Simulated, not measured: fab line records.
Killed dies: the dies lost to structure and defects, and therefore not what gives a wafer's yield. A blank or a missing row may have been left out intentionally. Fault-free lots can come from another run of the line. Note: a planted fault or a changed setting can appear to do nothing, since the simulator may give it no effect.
A struck lot beside a sound one || flow nandHarc || 31 steps out of a route of 1159
Sound: the wafers L980.1, L980.2, L980.5. The struck wafers were L987.3, L987.5, L987.6. The cause is named last.
Each step with rows lists, per side, the tool, then ch with its chambers, then its first start. Under that, the readings that differ: sound wafers || struck wafers || difference of the means || sigmas: that difference in standard deviations of wafers without a fault.
alike: readings with means less than 2 such deviations apart, plus words and numbers identical on both sides. not compared: withheld readings, readings lacking a value on some wafer, bounds such as >300 that could conceal the same value, and numbers that have no deviation in the record and whose values overlap.
The two part at a step that has a row with sigmas, a row that says differs or no value, or rows on one side only. When numbers do not overlap yet have no deviation, they are printed without sigmas and do not part them. A reading missing from all wafers of one side parts the sides only when that side holds two or more wafers.

first, 1 step without rows for these wafers: NHARC_A_CHANNEL_HOLE_D1_DEVELOP_09 (develop time 35 s).
NHARC_A_CHANNEL_HOLE_D1_CD_MEAS_10: the cd target is 100 nm.
  sound on cdSem-01 ch 0, day 9 23:56; struck on cdSem-02 ch 0, day 12 02:11
  alike: cdNm
NHARC_A_CHANNEL_HOLE_D1_OVL_MEAS_11:
  sound on overlay-01 at day 10 00:02; struck on overlay-01 at day 12 02:17
  alike: overlayXNm, overlayYNm
NHARC_A_CHANNEL_HOLE_D1_INSPECT_12:
  sound on defectInspect-01 at day 10 00:04; struck on defectInspect-02 at day 12 02:19
  alike: rawDefectCount
NHARC_A_CHANNEL_HOLE_D1_DESCUM_15: chemistry O2, time 3 s.
  sound on rieDiel-08 ch 2,3, day 10 00:08; struck on rieDiel-08 ch 2,3, day 12 02:23
  alike: drypumpMotorCurrentA, oesProductAu, rfVppV, showerheadPlenumPTorr, throttleValvePct
  not compared: rfHoursCounterH
then, 4 steps without rows for these wafers: NHARC_A_CHANNEL_HOLE_D1_ETCH_38 (etches the open film in CF4, target depth 39 nm, time 65 s); NHARC_A_CHANNEL_HOLE_D1_ETCH_39 (etches the open film in N2/H2, target depth 260 nm, time 325 s); NHARC_A_CHANNEL_HOLE_D1_ETCH_34 (etches the open film in CF4/CHF3, target depth 154 nm, time 77 s); NHARC_A_CHANNEL_HOLE_D1_ETCH_16 (etches the open film in O2/COS, target depth 3100 nm, time 806 s).
NHARC_A_CHANNEL_HOLE_D1_CD_MEAS_18:
  sound on cdSem-01 at day 10 01:14; struck on cdSem-01 at day 12 03:29
  alike: cdNm
then, 2 steps without rows for these wafers: NHARC_A_CHANNEL_HOLE_D1_ETCH_19 (etches the open film in C4F8/O2/Ar, time 34.5 s); NHARC_A_CHANNEL_HOLE_D1_ETCH_20 (etches the open film in C4F8/O2/Ar, time 361.9 s, target depth 1600 nm).
NHARC_A_CHANNEL_HOLE_D1_ETCH_21: etches the open film in C4F8/O2/Ar, time 514.3 s, target depth 1600 nm.
  sound on harEtch-01 ch 0,1, day 10 01:44; struck on harEtch-01 ch 0,1, day 12 04:08
  alike: drypumpMotorCurrentA, showerheadPlenumPTorr, throttleValvePct
  not compared: rfHoursCounterH
then, 3 steps without rows for these wafers: NHARC_A_CHANNEL_HOLE_D1_ETCH_22 (etches the open film in C4F8/O2/Ar, time 666.7 s, target depth 1600 nm); NHARC_A_CHANNEL_HOLE_D1_ETCH_23 (etches the open film in C4F8/O2/Ar, time 819 s, target depth 1600 nm); NHARC_A_CHANNEL_HOLE_D1_ETCH_24 (etches the open film in C4F8/O2/Ar, time 906.2 s, target depth 1500 nm).
NHARC_A_CHANNEL_HOLE_D1_ETCH_25: etches the open film in C4F8/O2/Ar, time 1040.2 s, target depth 1500 nm.
  sound on harEtch-01 ch 0,1, day 10 04:13; struck on harEtch-01 ch 0,1, day 12 06:46
  alike: drypumpMotorCurrentA, showerheadPlenumPTorr, throttleValvePct
  not compared: rfHoursCounterH
then, 1 step without rows for these wafers: NHARC_A_CHANNEL_HOLE_D1_ETCH_26 (etches the open film in C4F8/O2/Ar, time 224.1 s, target depth 300 nm).
NHARC_A_CHANNEL_HOLE_D1_ETCH_33: etches the open film in C4F8/O2/Ar, time 90 s, target depth 400 nm.
  sound on harEtch-01 ch 0,1, day 10 05:17; struck on harEtch-01 ch 0,1, day 12 07:37
  alike: drypumpMotorCurrentA, showerheadPlenumPTorr, throttleValvePct
  not compared: rfHoursCounterH
then, 3 steps without rows for these wafers: NHARC_A_CHANNEL_HOLE_D1_STRIP_41 (strips in N2/H2); NHARC_A_CHANNEL_HOLE_D1_STRIP_42 (strips in CF4/CHF3); NHARC_A_CHANNEL_HOLE_D1_STRIP_43 (strips in O2/COS).
NHARC_A_CHANNEL_HOLE_D1_ETCH_44: etches the open film in CF4/O2, target depth 140 nm, overetch 14 nm, time 77 s.
  sound on rieDiel-10 ch 0,2,3, day 10 06:03; struck on rieDiel-10 ch 1,2,3, day 12 08:20
  alike: drypumpMotorCurrentA, oesProductAu, rfVppV, showerheadPlenumPTorr, throttleValvePct
  not compared: rfHoursCounterH
NHARC_A_CHANNEL_HOLE_D1_STRIP_27: strips in O2.
  sound: rieDiel-10 ch 1,2,3; struck: rieDiel-10 ch 0,1
  alike: drypumpMotorCurrentA, oesProductAu, rfVppV, showerheadPlenumPTorr, throttleValvePct
  not compared: rfHoursCounterH
then, 2 steps without rows for these wafers: NHARC_A_CHANNEL_HOLE_D1_PRECLEAN_28 (cleans in SC1); NHARC_A_CHANNEL_HOLE_D1_SRD_29.
NHARC_A_CHANNEL_HOLE_D1_CD_MEAS_30:
  sound on cdSem-03 at day 10 06:52; struck on cdSem-03 at day 12 09:07
  alike: cdNm
after that, 1 step had no rows for these wafers: NHARC_A_CHANNEL_HOLE_D1_XSEM_31.
NHARC_A_CHANNEL_HOLE_D1_INSPECT_40:
  sound on defectInspect-02 at day 10 07:03; struck on defectInspect-02 at day 12 09:19
{"reading": "rawDefectCount", "sound": "60 51 67", "struck": "674 676 734", "difference": "+635", "sigmas": "+30"}
then, 1 step without rows for these wafers: NHARC_A_CHANNEL_FILL_D1_PRECLEAN_00 (cleans in SC1).
-- record jumps: 12 days between struck wafers' starts before vs after; left off in module A_CHANNEL_FILL_D1, resumes in module END, first step shown is number 1159 of the route --
NHARC_END_SORT_01:
  the record has rows for the struck wafers here (prober-02 ch 0, day 23 23:07) and none for the sound ones

## WHERE THEY PART
Earliest at NHARC_A_CHANNEL_HOLE_D1_INSPECT_40; latest, in this record, at NHARC_END_SORT_01.

WHY: the cause the simulator had injected
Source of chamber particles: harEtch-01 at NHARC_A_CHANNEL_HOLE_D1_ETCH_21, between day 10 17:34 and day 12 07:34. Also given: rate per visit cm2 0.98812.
